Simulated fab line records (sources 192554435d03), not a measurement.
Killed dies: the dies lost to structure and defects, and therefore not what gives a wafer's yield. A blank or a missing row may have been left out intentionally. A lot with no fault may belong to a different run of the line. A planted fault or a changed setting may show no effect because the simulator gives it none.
Comparing a struck lot with a sound one ; flow n5 finfet ; 17 steps out of a route of 1938
Sound: wafers L670.2, L670.3, L670.6. Struck: wafers L677.2, L677.5. (L677.4 of the same lot was not struck and is left out.) The cause comes at the end.
Per side, at each step with rows, come the tool, then ch with its chambers, and then its first start. Under that, the readings that differ: sound wafers ; struck wafers ; difference of the means ; sigmas: that difference in standard deviations of wafers without a fault.
alike: words and numbers the same on both sides, and readings whose means are apart by under 2 such deviations; not compared: readings that were withheld, readings missing a value for some wafer, numbers with overlapping values and no deviation given by the record, and bounds like >300 which may hide the same value.
A row with sigmas, a row that says differs or no value, or rows on one side alone: a step with any of these is where the two part. Numbers that don't overlap but have no deviation are shown without sigmas and don't part them. A reading missing from all wafers of one side parts the sides only when that side holds two or more wafers.

first, 7 steps without rows for these wafers: N5_BEOL_M7_COAT_60 (time 60 s, resist thk 35 nm); N5_BEOL_M7_COAT_05 (resist thk 90 nm); N5_BEOL_M7_EBR_07; N5_BEOL_M7_SOFTBAKE_06 (time 60 s); N5_BEOL_M7_EXPOSE_08 (exposes mask M7); N5_BEOL_M7_PEB_09 (peb time 60 s); N5_BEOL_M7_DEVELOP_10 (develop time 30 s).
N5_BEOL_M7_CD_MEAS_11: target cd 38.5 nm.
  sound on cd sem-03 ch 0, day 9 06:58; struck on cd sem-01 ch 0, day 10 09:55
  alike: cd nm
N5_BEOL_M7_OVL_MEAS_12:
  sound on overlay-01 ch 0, day 9 07:00; struck on overlay-02 ch 0, day 10 09:57
  alike: M7_OVL
N5_BEOL_M7_INSPECT_13: inspects for defects (brightfield).
  sound: defect inspect-02 at day 9 07:01; struck: defect inspect-01 at day 10 09:58
  alike: raw defect count
N5_BEOL_M7_DESCUM_16: chemistry O2, time 7.9 s.
  sound on rie diel-06 ch 1,3, day 9 07:04; struck on rie diel-06 ch 0, day 10 10:00
reading;sound;struck;difference;sigmas
drypump motor current A (A);5.9 6.2 6.2;5.0 5.0;-1.1;-2
  alike: oes product au, rf vpp V, showerhead plenum p Torr, throttle valve pct
  not compared: rf hours counter h
N5_BEOL_M7_ETCH_61: etches SiARC in CF4, target depth 45.5 nm, time 75.8 s.
  sound on rie diel-06 ch 1,3, day 9 07:05; struck on rie diel-06 ch 0, day 10 10:02
reading;sound;struck;difference;sigmas
drypump motor current A (A);5.9 6.2 6.1;5.0 5.0;-1.1;-2
  alike: etch rf on time s, oes product au, rf fwd power W, rf vpp V, showerhead plenum p Torr, throttle valve pct
  not compared: rf hours counter h
N5_BEOL_M7_ETCH_62: etches SOC in N2/H2, target depth 110 nm, overetch 22 nm, time 165 s.
  sound on rie diel-06 ch 1,3, day 9 07:09; struck on rie diel-06 ch 0, day 10 10:05
reading;sound;struck;difference;sigmas
drypump motor current A (A);5.9 6.2 6.2;5.0 5.0;-1.1;-2
h2 flow sccm (sccm);201.6 200.0 200.9;199.5 199.4;-1.4;-2
rf fwd power W (W);835.8 839.4 835.8;1035.6 1043.1;+202.3;+75
rf vpp V (V);525.9 525.5 526.6;491.3 490.5;-35.1;-14
model.SiARC_of_BEOL_M7_COAT_60.thk nm (nm);28 28 28.2;27.4 27.4;-0.7;
model.BEOL_M7.cd offset nm (nm);0 0 -0.2;0.8 0.6;+0.8;
  alike: n2 flow sccm, oes product au, showerhead plenum p Torr, throttle valve pct
  not compared: rf hours counter h
then, 1 step without rows for these wafers: N5_BEOL_M7_STRIP_68 (strips in N2/H2).
N5_BEOL_M7_STRIP_67: strips in CF4.
  sound on rie diel-06 ch 1,3, day 9 07:17; struck on rie diel-06 ch 0, day 10 10:14
reading;sound;struck;difference;sigmas
drypump motor current A (A);5.9 6.2 6.1;5.0 5.0;-1.1;-2
  alike: oes product au, rf vpp V, showerhead plenum p Torr, throttle valve pct
  not compared: rf hours counter h
N5_BEOL_M7_HM_OPEN_17: chemistry Cl2/BCl3, target TiN, target depth 20 nm, overetch 6 nm.
  sound on rie metal-02 ch 0,1, day 9 07:20; struck on rie metal-03 ch 1, day 10 10:17
reading;sound;struck;difference;sigmas
model.BEOL_M7.cd offset nm (nm);0 0 -0.2;0.8 0.6;+0.8;
  alike: drypump motor current A, he backside leak sccm, mfc cl2 sccm, oes product au, throttle valve pct
  not compared: rf hours counter h
N5_BEOL_M7_STRIP_19: strips in O2.
  sound on rie diel-01 ch 0,3, day 9 07:27; struck on rie diel-01 ch 3, day 10 10:23
  alike: drypump motor current A, oes product au, rf vpp V, showerhead plenum p Torr, throttle valve pct
  not compared: rf hours counter h

== WHERE THEY PART ==
Earliest at N5_BEOL_M7_DESCUM_16; latest, in this record, at N5_BEOL_M7_STRIP_67. Later steps at which nothing parts them and some readings are alike: N5_BEOL_M7_HM_OPEN_17, N5_BEOL_M7_STRIP_19.

WHY: what had been put in by the simulator
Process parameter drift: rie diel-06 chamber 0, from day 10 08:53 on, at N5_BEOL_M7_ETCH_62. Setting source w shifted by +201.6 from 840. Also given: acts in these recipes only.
